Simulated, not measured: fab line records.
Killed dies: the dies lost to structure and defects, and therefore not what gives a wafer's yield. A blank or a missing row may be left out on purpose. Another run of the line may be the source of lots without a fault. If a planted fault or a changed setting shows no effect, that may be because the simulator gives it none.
Chamber matching :: flow nand-harc :: NHARC_A_SLIT_DEP_23 on pecvd-01: 3 sister chambers
The step deposits SiON, target thk 100 nm. 14 wafers are shown with their chamber, then 7 later ones without.

## WAFERS, EACH WITH ITS CHAMBER
wafer: L601.1
chamber: 0
heater-power-w (W): 725

wafer: L601.2
chamber: 2
heater-power-w (W): 901

wafer: L601.5
chamber: 0
heater-power-w (W): 735

wafer: L600.1
chamber: 0
heater-power-w (W): 723

wafer: L600.3
chamber: 2
heater-power-w (W): 794

wafer: L600.4
chamber: 2
heater-power-w (W): 798

wafer: L602.1
chamber: 1
heater-power-w (W): 795

wafer: L602.2
chamber: 2
heater-power-w (W): 883

wafer: L602.4
chamber: 1
heater-power-w (W): 783

wafer: L604.2
chamber: 2
heater-power-w (W): 800

wafer: L604.3
chamber: 1
heater-power-w (W): 662

wafer: L604.5
chamber: 2
heater-power-w (W): 820

wafer: L608.2
chamber: 1
heater-power-w (W): 731

wafer: L608.4
chamber: 0
heater-power-w (W): 743

SIGNATURES (averages over the wafers above)
reading: heater-power-w
chamber 0: 731.50
chamber 1: 742.75
chamber 2: 832.67
scatter within a chamber: 45.1
Rule: a wafer's distance from a chamber is the root of the sum, over the readings, of the square of ((its reading less the chamber's mean) divided by the reading's scatter). The wafer belongs to the nearest chamber; if the next one is less than 2 further off, it can't be placed. The scatter is the square root of a quotient: the sum, over the shown wafers, of each reading's squared deviation from its chamber's mean, divided by wafers minus chambers.

## WAFERS MISSING THEIR CHAMBER
wafer: L608.6
heater-power-w (W): 736

wafer: L611.2
heater-power-w (W): 870

wafer: L611.4
heater-power-w (W): 874

wafer: L611.6
heater-power-w (W): 764

wafer: L617.1
heater-power-w (W): 742

wafer: L617.2
heater-power-w (W): 830

wafer: L617.5
heater-power-w (W): 748

## WHICH CHAMBER EACH ONE RAN IN
wafer: L608.6
from the rows above: can't be placed: 0 or 1
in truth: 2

wafer: L611.2
from the rows above: can't be placed: 2 or 1
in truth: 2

wafer: L611.4
from the rows above: can't be placed: 2 or 1
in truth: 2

wafer: L611.6
from the rows above: can't be placed: 1 or 0 or 2
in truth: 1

wafer: L617.1
from the rows above: can't be placed: 1 or 0 or 2
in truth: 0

wafer: L617.2
from the rows above: can't be placed: 2 or 1
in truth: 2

wafer: L617.5
from the rows above: can't be placed: 1 or 0 or 2
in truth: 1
0 of 7 placed correctly. These rows do not allow placing 7 (true chamber among the candidates in 6). Number placed wrongly: 0.
